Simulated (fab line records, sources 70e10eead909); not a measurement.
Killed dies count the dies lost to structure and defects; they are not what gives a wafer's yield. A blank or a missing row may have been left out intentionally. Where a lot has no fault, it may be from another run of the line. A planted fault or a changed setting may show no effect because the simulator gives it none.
Matching of chambers / flow nand-harc / 3 sister chambers for NHARC_A_SLIT_DEP_23 on pecvd-04
The step deposits SiON, target thk 100 nm. 6 wafers are shown with their chamber, then 9 later ones without.

WAFERS WITH THEIR CHAMBER
wafer=L078.5; chamber=1; heater-power-w (W)=808
wafer=L079.3; chamber=1; heater-power-w (W)=660
wafer=L080.5; chamber=2; heater-power-w (W)=760
wafer=L085.3; chamber=0; heater-power-w (W)=655
wafer=L085.4; chamber=0; heater-power-w (W)=680
wafer=L085.6; chamber=2; heater-power-w (W)=669

WAFERS WHOSE CHAMBER IS MISSING
wafer=L087.1; heater-power-w (W)=713
wafer=L087.3; heater-power-w (W)=721
wafer=L087.5; heater-power-w (W)=672
wafer=L088.1; heater-power-w (W)=687
wafer=L088.2; heater-power-w (W)=680
wafer=L088.6; heater-power-w (W)=694
wafer=L094.1; heater-power-w (W)=765
wafer=L094.4; heater-power-w (W)=642
wafer=L094.6; heater-power-w (W)=778

EACH ONE'S CHAMBER
wafer=L087.1; from the rows above=can't be placed: 2 or 1 or 0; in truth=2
wafer=L087.3; from the rows above=can't be placed: 2 or 1 or 0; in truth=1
wafer=L087.5; from the rows above=can't be placed: 0 or 2 or 1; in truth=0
wafer=L088.1; from the rows above=can't be placed: 0 or 2 or 1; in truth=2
wafer=L088.2; from the rows above=can't be placed: 0 or 2 or 1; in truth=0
wafer=L088.6; from the rows above=can't be placed: 2 or 0 or 1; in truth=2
wafer=L094.1; from the rows above=can't be placed: 1 or 2 or 0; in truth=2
wafer=L094.4; from the rows above=can't be placed: 0 or 2 or 1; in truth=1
wafer=L094.6; from the rows above=can't be placed: 1 or 2 or 0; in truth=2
0 of 9 placed correctly. Can't be placed from these rows: 9 (the true chamber is among the candidates in 9). Number placed wrongly: 0.
How it was worked out, from the rows above alone: a wafer's distance from a chamber is the root of the sum, over the readings, of the square of ((its reading less the chamber's mean) divided by the reading's scatter). If the next closest chamber is less than 2 further off than the closest, the wafer can't be placed; otherwise it belongs to the closest. The mean given for a chamber averages the wafers shown for that chamber. How the scatter is found: for the shown wafers, subtract from each reading the mean of its chamber, square and add these, divide the total by (wafers less chambers), then take the root.
